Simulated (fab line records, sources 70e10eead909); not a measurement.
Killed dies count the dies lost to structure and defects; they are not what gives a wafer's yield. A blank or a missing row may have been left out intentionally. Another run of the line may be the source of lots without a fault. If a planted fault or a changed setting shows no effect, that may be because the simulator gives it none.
Which tool is to blame?	flow nand-harc	Sampling: 22 lots, 66 wafers, 5 of 1302 route steps

WHAT EACH GAUGE READ, for each wafer
NHARC_A_BONDPAD_THK_MEAS_30: measures by ellipsometry.
lot	measured	on	thk-nm (nm)
L075	day 23 09:53	film-metro-02	200.3 201.2 201.5
L076	day 23 17:22	film-metro-02	201.2 197.7 199.4
L074	day 23 17:46	film-metro-01	201.6 201.4 199.9
L077	day 23 20:23	film-metro-01	197.2 199.7 200.5
L078	day 24 12:49	film-metro-02	200.3 201.1 201.3
L079	day 24 18:24	film-metro-02	200.4 197.9 197.8
L080	day 25 07:46	film-metro-02	195.9 199.2 199.9
L082	day 26 04:14	film-metro-01	200.0 200.2 200.4
L081	day 26 08:12	film-metro-01	197.3 201.7 198.5
L085	day 28 04:33	film-metro-02	199.8 198.3 201.4
L084	day 28 07:53	film-metro-01	199.9 199.2 199.6
L086	day 28 12:55	film-metro-02	196.7 199.9 198.1
L087	day 28 15:29	film-metro-02	200.2 198.8 199.2
L090	day 29 21:28	film-metro-02	200.3 199.6 203.5
L088	day 30 03:14	film-metro-02	197.3 200.3 198.3
L089	day 30 04:29	film-metro-01	198.8 196.5 200.1
L092	day 30 21:58	film-metro-01	201.3 202.7 200.8
L094	day 31 01:53	film-metro-02	200.0 198.5 201.9
L093	day 31 04:12	film-metro-02	204.4 199.3 201.9
L096	day 31 07:32	film-metro-01	200.8 197.9 199.4
L095	day 31 11:32	film-metro-01	199.0 201.7 198.3
L097	day 32 17:36	film-metro-02	200.3 199.0 196.2

EACH LOT AND THE TOOL THAT RAN IT (in order: tool; ch and the chambers of the sampled wafers; start)
lot	NHARC_A_BLC_STRIP_29	NHARC_A_M0_STRIP_18	NHARC_A_M0_PVD_21	NHARC_A_M0_DEP_32
L075	rie-diel-12 ch 0,2,3, day 22 22:50	rie-diel-06 ch 2,3, day 23 02:10	pvd-sputter-02, day 23 04:25 or earlier	pecvd-01 ch 1,2, day 23 04:25
L076	rie-diel-12 ch 1,3, day 23 06:22	rie-diel-11 ch 1,2, day 23 09:47	pvd-sputter-01, day 23 12:02 or earlier	pecvd-02 ch 0,1, day 23 12:02
L074	rie-diel-08 ch 0,2,3, day 23 06:35	rie-diel-03 ch 0,1, day 23 10:04	pvd-sputter-03, day 23 12:26 or earlier	pecvd-01 ch 0,1,2, day 23 12:26
L077	rie-diel-01 ch 0,2,3, day 23 09:38	rie-diel-06 ch 0,1,3, day 23 12:56	pvd-sputter-02, day 23 15:10 or earlier	pecvd-02 ch 0,2, day 23 15:10
L078	rie-diel-01 ch 1,2,3, day 24 01:38	rie-diel-03 ch 0,1,2, day 24 05:18	pvd-sputter-02, day 24 07:33 or earlier	pecvd-01 ch 0,1, day 24 07:33
L079	rie-diel-12 ch 0,2,3, day 24 07:17	rie-diel-03 ch 1,2,3, day 24 10:41	pvd-sputter-01, day 24 12:59 or earlier	pecvd-03 ch 0,1,2, day 24 12:59
L080	rie-diel-01 ch 0,1,2, day 24 20:52	rie-diel-06 ch 0,1,2, day 25 00:07	pvd-sputter-03, day 25 02:25 or earlier	pecvd-02 ch 0,1,2, day 25 02:25
L082	rie-diel-12 ch 0,2, day 25 16:59	rie-diel-06 ch 0,1,2, day 25 20:23	pvd-sputter-01, day 25 22:41 or earlier	pecvd-03 ch 1,2, day 25 22:41
L081	rie-diel-12 ch 0,1,3, day 25 20:58	rie-diel-03 ch 0,1, day 26 00:31	pvd-sputter-03, day 26 02:43 or earlier	pecvd-01 ch 0,2, day 26 02:43
L085	rie-diel-12 ch 0,1,2, day 27 17:11	rie-diel-06 ch 1,2,3, day 27 20:56	pvd-sputter-01, day 27 23:19 or earlier	pecvd-02 ch 0,1, day 27 23:19
L084	rie-diel-08 ch 0,1,3, day 27 20:58	rie-diel-06 ch 0,1,2, day 28 00:11	pvd-sputter-01, day 28 02:32 or earlier	pecvd-03 ch 1,2, day 28 02:32
L086	rie-diel-01 ch 0,1,3, day 28 01:44	rie-diel-11 ch 0,2,3, day 28 05:10	pvd-sputter-01, day 28 07:35 or earlier	pecvd-03 ch 0,1,2, day 28 07:35
L087	rie-diel-01 ch 1,2,3, day 28 04:44	rie-diel-03 ch 1,2,3, day 28 08:04	pvd-sputter-01, day 28 10:23 or earlier	pecvd-02 ch 0,1,2, day 28 10:23
L090	rie-diel-12 ch 1,2, day 29 10:15	rie-diel-03 ch 0,2, day 29 13:38	pvd-sputter-02, day 29 16:03 or earlier	pecvd-01 ch 0,1,2, day 29 16:03
L088	rie-diel-12 ch 1,2, day 29 15:44	rie-diel-06 ch 1,2,3, day 29 19:09	pvd-sputter-02, day 29 21:28 or earlier	pecvd-02 ch 0,1,2, day 29 21:28
L089	rie-diel-12 ch 0,3, day 29 17:32	rie-diel-06 ch 1,3, day 29 20:52	pvd-sputter-03, day 29 23:05 or earlier	pecvd-02 ch 0,1,2, day 29 23:05
L092	rie-diel-01 ch 1,2, day 30 11:05	rie-diel-03 ch 0,1,3, day 30 14:19	pvd-sputter-02, day 30 16:38 or earlier	pecvd-01 ch 0,1, day 30 16:38
L094	rie-diel-08 ch 1,2, day 30 15:00	rie-diel-11 ch 0,1,2, day 30 18:18	pvd-sputter-03, day 30 20:34 or earlier	pecvd-03 ch 0,1, day 30 20:34
L093	rie-diel-12 ch 0,1,2, day 30 16:11	rie-diel-03 ch 0,1,3, day 30 19:38	pvd-sputter-03, day 30 21:56 or earlier	pecvd-03 ch 0,1, day 30 21:56
L096	rie-diel-12 ch 1,2,3, day 30 20:44	rie-diel-03 ch 1,2,3, day 30 23:58	pvd-sputter-01, day 31 02:13 or earlier	pecvd-01 ch 0,1, day 31 02:13
L095	rie-diel-12 ch 0,1,3, day 31 00:22	rie-diel-06 ch 0,3, day 31 03:44	pvd-sputter-03, day 31 06:02 or earlier	pecvd-02 ch 1,2, day 31 06:02
L097	rie-diel-12 ch 1,2,3, day 32 06:38	rie-diel-11 ch 0,1, day 32 09:59	pvd-sputter-03, day 32 12:19 or earlier	pecvd-01 ch 0,2, day 32 12:19
- NHARC_A_BLC_STRIP_29: strips in CF4.
- NHARC_A_M0_STRIP_18: strips in N2/H2.
- NHARC_A_M0_PVD_21: deposits Cu, target thk 30 nm, time 20.49 s.
- NHARC_A_M0_DEP_32: deposits SiCN, target thk 30 nm.

AS READ BY THE TOOLS THEMSELVES (means over the sampled wafers that have a number; for cases with no such wafer, the mark the record gives instead)
NHARC_A_BLC_STRIP_29.
lot	tool	cf4-flow-sccm (sccm)	chamber-pressure-mTorr (mTorr)	drypump-motor-current-A (A)	oes-product-au (a.u.)	rf-vpp-V (V)	showerhead-plenum-p-Torr (Torr)	throttle-valve-pct (%)
L075	rie-diel-12	150.0	49.96	5.7	1.008	59.7	1.86	13.294
L076	rie-diel-12	150.1	49.99	5.1	0.990	59.8	1.82	13.284
L074	rie-diel-08	150.0	50.02	5.4	1.009	59.4	1.76	13.290
L077	rie-diel-01	150.4	50.07	6.1	1.005	60.3	1.76	13.289
L078	rie-diel-01	150.1	50.01	5.9	1.006	58.8	1.75	13.283
L079	rie-diel-12	149.4	49.97	5.7	1.003	60.0	1.86	13.289
L080	rie-diel-01	149.8	49.97	6.1	0.997	59.7	1.76	13.286
L082	rie-diel-12	150.3	50.01	6.2	0.997	58.7	1.83	13.284
L081	rie-diel-12	150.1	50.04	5.6	0.992	60.8	1.79	13.282
L085	rie-diel-12	150.0	50.02	6.1	0.993	59.5	1.79	13.285
L084	rie-diel-08	150.1	49.98	5.6	1.001	59.6	1.79	13.284
L086	rie-diel-01	150.1	49.98	5.9	0.993	58.5	1.73	13.283
L087	rie-diel-01	150.0	50.03	5.9	1.000	58.3	1.75	13.292
L090	rie-diel-12	150.3	50.08	6.1	0.997	58.8	1.74	13.282
L088	rie-diel-12	149.9	49.98	6.1	0.994	59.9	1.75	13.288
L089	rie-diel-12	150.4	50.02	5.1	1.016	59.8	1.86	13.286
L092	rie-diel-01	149.7	50.04	5.9	1.004	60.4	1.76	13.281
L094	rie-diel-08	149.9	50.00	5.2	1.004	59.5	1.81	13.280
L093	rie-diel-12	150.1	50.00	6.1	1.004	58.8	1.78	13.281
L096	rie-diel-12	149.8	50.03	5.6	1.003	59.8	1.81	13.284
L095	rie-diel-12	150.3	49.99	5.6	1.000	59.2	1.79	13.279
L097	rie-diel-12	150.3	49.99	5.7	1.010	59.1	1.81	13.287

NHARC_A_M0_STRIP_18.
lot	tool	chamber-pressure-mTorr (mTorr)	drypump-motor-current-A (A)	oes-product-au (a.u.)	rf-vpp-V (V)	showerhead-plenum-p-Torr (Torr)	throttle-valve-pct (%)
L075	rie-diel-06	29.979	5.6	0.998	90.9	2.13	14.165
L076	rie-diel-11	29.992	5.7	0.991	91.0	2.12	14.169
L074	rie-diel-03	29.993	5.6	1.006	91.0	2.12	14.174
L077	rie-diel-06	30.014	6.0	0.999	90.9	2.08	14.173
L078	rie-diel-03	30.019	5.7	0.998	92.1	2.11	14.170
L079	rie-diel-03	29.990	5.8	1.004	90.7	2.09	14.166
L080	rie-diel-06	30.006	5.5	0.991	91.2	2.10	14.169
L082	rie-diel-06	30.007	5.5	0.990	90.6	2.10	14.175
L081	rie-diel-03	29.997	5.6	1.007	91.5	2.12	14.172
L085	rie-diel-06	29.988	5.4	1.007	90.8	2.08	14.163
L084	rie-diel-06	29.968	5.5	0.996	90.8	2.10	14.174
L086	rie-diel-11	30.017	5.8	1.003	90.8	2.03	14.167
L087	rie-diel-03	30.014	5.8	1.006	90.9	2.09	14.168
L090	rie-diel-03	30.009	5.8	0.992	90.5	2.08	14.157
L088	rie-diel-06	30.008	5.4	0.991	90.6	2.08	14.179
L089	rie-diel-06	30.010	5.8	0.993	90.0	2.01	14.170
L092	rie-diel-03	30.019	5.8	0.997	90.8	2.07	14.168
L094	rie-diel-11	30.006	5.8	0.995	90.6	2.09	14.175
L093	rie-diel-03	29.973	5.8	0.993	89.6	2.07	14.161
L096	rie-diel-03	30.014	5.9	1.000	90.3	2.09	14.170
L095	rie-diel-06	29.969	6.1	1.016	91.7	2.14	14.167
L097	rie-diel-11	29.990	5.5	1.007	91.9	2.16	14.178

NHARC_A_M0_PVD_21.
lot	tool	chamber-pressure-pa (Pa)	throttle-valve-pct (%)
L075	pvd-sputter-02	5.001	30.0
L076	pvd-sputter-01	4.993	31.1
L074	pvd-sputter-03	5.001	29.4
L077	pvd-sputter-02	4.996	31.5
L078	pvd-sputter-02	5.001	31.3
L079	pvd-sputter-01	4.995	30.1
L080	pvd-sputter-03	4.985	29.7
L082	pvd-sputter-01	5.002	30.4
L081	pvd-sputter-03	5.003	29.5
L085	pvd-sputter-01	5.002	31.3
L084	pvd-sputter-01	4.995	29.4
L086	pvd-sputter-01	4.998	31.6
L087	pvd-sputter-01	4.992	29.7
L090	pvd-sputter-02	5.007	30.4
L088	pvd-sputter-02	5.002	30.0
L089	pvd-sputter-03	5.009	30.7
L092	pvd-sputter-02	4.997	30.0
L094	pvd-sputter-03	5.007	30.5
L093	pvd-sputter-03	4.999	30.4
L096	pvd-sputter-01	4.999	31.2
L095	pvd-sputter-03	4.996	30.1
L097	pvd-sputter-03	5.004	30.4

NHARC_A_M0_DEP_32.
lot	tool	chamber-pressure-Torr (Torr)	heater-power-w (W)
L075	pecvd-01	3.002	643
L076	pecvd-02	3.000	524
L074	pecvd-01	3.003	643
L077	pecvd-02	3.004	562
L078	pecvd-01	3.007	609
L079	pecvd-03	3.001	533
L080	pecvd-02	2.999	529
L082	pecvd-03	3.001	546
L081	pecvd-01	3.004	619
L085	pecvd-02	3.000	504
L084	pecvd-03	2.995	493
L086	pecvd-03	2.997	540
L087	pecvd-02	2.999	560
L090	pecvd-01	3.002	634
L088	pecvd-02	3.004	540
L089	pecvd-02	3.008	543
L092	pecvd-01	2.998	615
L094	pecvd-03	3.004	544
L093	pecvd-03	2.997	494
L096	pecvd-01	3.001	632
L095	pecvd-02	2.998	525
L097	pecvd-01	3.006	673

THE ANSWER, worked out from the rows above alone
Rule: what is usual is taken from the lots themselves. Put in order of their means at a reading, lots are off if they are a third of the lots or fewer, leave a main group of 4 or more, and stand apart from it by a gap of 3 or more times the standard deviation of the main group's means; of several such gaps the widest counts. A main group whose means are all the same, to the digits that the tables above print for the reading, isn't used. A lot without any number at a reading at which 4 lots or more have one is off too. The other lots that the step has rows for count as sound. First the gauges in route order, then the tools' own readings, where a lot's mean is used as printed above. The first step at which some lot is off is used, and at that step the reading that is off furthest; a lot without a number counts as furthest.
No lot is off at any reading shown: from this, nothing can be told.

WHAT THE SIMULATOR HAD INSERTED
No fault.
